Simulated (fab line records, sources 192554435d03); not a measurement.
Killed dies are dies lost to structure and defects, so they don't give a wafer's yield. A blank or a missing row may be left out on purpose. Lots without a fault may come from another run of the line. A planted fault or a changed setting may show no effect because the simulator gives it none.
A struck lot beside a sound one | flow n5_finfet | 36 steps out of a route of 1938
Sound: wafers L648.2, L648.3, L648.5. Struck: wafers L654.1, L654.3, L654.4. The cause comes at the end.
At each step with rows: each side's tool, then ch and its chambers, then its first start. Under that, the readings that differ: sound wafers | struck wafers | difference of the means | sigmas: that difference in standard deviations of wafers without a fault.
alike: readings whose means differ by less than 2 such deviations, and words and numbers that are the same on both sides. not compared: withheld readings, readings that some wafer has no value for, bounds like >300 that may hide the same value, and numbers for which the record gives no deviation and whose values overlap.
The two part at a step that has a row with sigmas, a row that says differs or no value, or rows on one side only. Numbers that don't overlap but have no deviation are shown without sigmas and don't part them. A reading that every wafer of one side lacks parts them only if that side has two wafers or more.

first, 9 steps without rows for these wafers: N5_BEOL_M4_ANNEAL_95 (time 240 s); N5_BEOL_M4_SPUTTER_96 (material Cu, target thk 4.5 nm, time 8.29 s); N5_BEOL_M4_ECD_50 (material Cu, target thk 300 nm); N5_BEOL_M4_ANNEAL_51 (time 90 s); N5_BEOL_M4_CMP_52 (polishes, stops on SiOC, t overpolish 6.8 s, target thk 40 nm); N5_BEOL_M4_PRE_CLEAN_60 (time 15 s); N5_BEOL_M4_CO_CAP_55 (material Co, precursor CCTBA/H2, target thk 2 nm, time 102.1 s); N5_BEOL_M4_PRE_CLEAN_56 (time 15 s); N5_BEOL_M4_DEP_57 (deposits SiCN from 3MS/NH3, target thk 8 nm, time 14 s).
N5_BEOL_M4_RC_MEAS_101:
  sound on prober-01 ch 0, day 12 00:05; struck on prober-02 ch 0, day 14 04:17
  alike: DIBL_N, DIBL_P, IOFF_N, IOFF_P, ION_N, ION_P, SS_N, SS_P, VT_N, VT_P
then, 24 steps without rows for these wafers: N5_BEOL_M5_ILD_DEP_00 (deposits SiCOH lowk from DEMS/porogen, target thk 140.64 nm, time 25.9 s); N5_BEOL_M5_CURE_79 (cures SiCOH lowk, time 240 s); N5_BEOL_M5_PECVD_70 (deposits SiO2 from TEOS/O2, target thk 16 nm, time 18 s); N5_BEOL_M5_HM_DEP_02 (deposits TiN, target thk 20 nm); N5_BEOL_M5_COAT_59 (time 60 s, resist thk 60 nm); N5_BEOL_M5_COAT_60 (time 60 s, resist thk 12 nm); N5_BEOL_M5_COAT_71 (time 60 s, resist thk 5 nm); N5_BEOL_M5_COAT_05 (resist thk 30 nm); N5_BEOL_M5_EBR_07; N5_BEOL_M5_SOFTBAKE_06 (time 60 s); N5_BEOL_M5_EXPOSE_08 (exposes mask M5, target cd 28 nm); N5_BEOL_M5_PEB_09 (peb time 60 s); N5_BEOL_M5_DEVELOP_10 (develop time 30 s); N5_BEOL_M5_DESCUM_16 (chemistry O2, time 7 s); N5_BEOL_M5_ETCH_72 (etches underlayer in N2/H2, target depth 6.5 nm, time 5.2 s); N5_BEOL_M5_ETCH_61 (etches SiARC in CF4, target depth 15.6 nm, time 26 s); N5_BEOL_M5_ETCH_62 (etches SOC in N2/H2, target depth 75 nm, overetch 15 nm, time 112.5 s); N5_BEOL_M5_STRIP_63 (strips in N2/H2); N5_BEOL_M5_STRIP_73 (strips in N2/H2); N5_BEOL_M5_STRIP_64 (strips in CF4); N5_BEOL_M5_HM_OPEN_17 (chemistry Cl2/BCl3, target TiN, target depth 20 nm, overetch 6 nm); N5_BEOL_M5_STRIP_19 (strips in O2); N5_BEOL_M5_COAT_65 (time 60 s, resist thk 60 nm); N5_BEOL_M5_COAT_66 (time 60 s, resist thk 12 nm).
N5_BEOL_M8_ETCH_41: etches SiCN in CH3F/O2, target depth 31.9 nm, time 57.8 s.
  sound on rie_diel-01 ch 0,1,2, day 13 15:00; struck on rie_diel-06 ch 1,2, day 15 17:10
  no value came back on the struck wafers for any of 7 readings (CH3F_flow_sccm (sccm), O2_flow_sccm (sccm) and others); on the sound wafers CH3F_flow_sccm (sccm) reads 30.17 30.06 30.05
  not compared: rf_hours_counter_h
-- the record jumps here: 3 days lie between the struck wafers' starts before and after (it left off in module BEOL_M8 and takes up again in module PASSIVATION, whose first step shown is number 1936 of the route) --
N5_PASSIVATION_PROBE_49:
  sound on prober-02, day 16 11:37; struck on prober-01, day 18 09:44
  reading                  | sound          | struck         | difference | sigmas
  defect_limited_yield (%) | 91.2 89.7 91.9 | 0 0 0          | -91        | -61
  killed_at_M0_to_M3       | 57 52 53       | 22 35 24       | -27        | -2
  killed_at_M4_up          | 24 12 12       | 1095 1113 1110 | +1090      | +99 or more
  killed_dies              | 104 121 96     | 1180 1180 1180 | +1073      | +60
  killed_on_rim            | 14 17 13       | 152 152 152    | +137       | +33
  sort_bin_5_function (%)  | 4.5 6.0 3.9    | 96.3 97.0 97.2 | +92.0      | +92
  sort_n_pass              | 1076 1059 1084 | 0 0 0          | -1073      | -60
  sort_yield_pct (%)       | 91.2 89.7 91.9 | 0 0 0          | -91        | -61
  alike: killed_at_contacts, killed_at_front_end, killed_at_other, killed_open, killed_short, sort_bin_6_memory

WHERE THEY PART
First at N5_BEOL_M8_ETCH_41; last, within this record, at N5_PASSIVATION_PROBE_49.

WHY: what the simulator had put in
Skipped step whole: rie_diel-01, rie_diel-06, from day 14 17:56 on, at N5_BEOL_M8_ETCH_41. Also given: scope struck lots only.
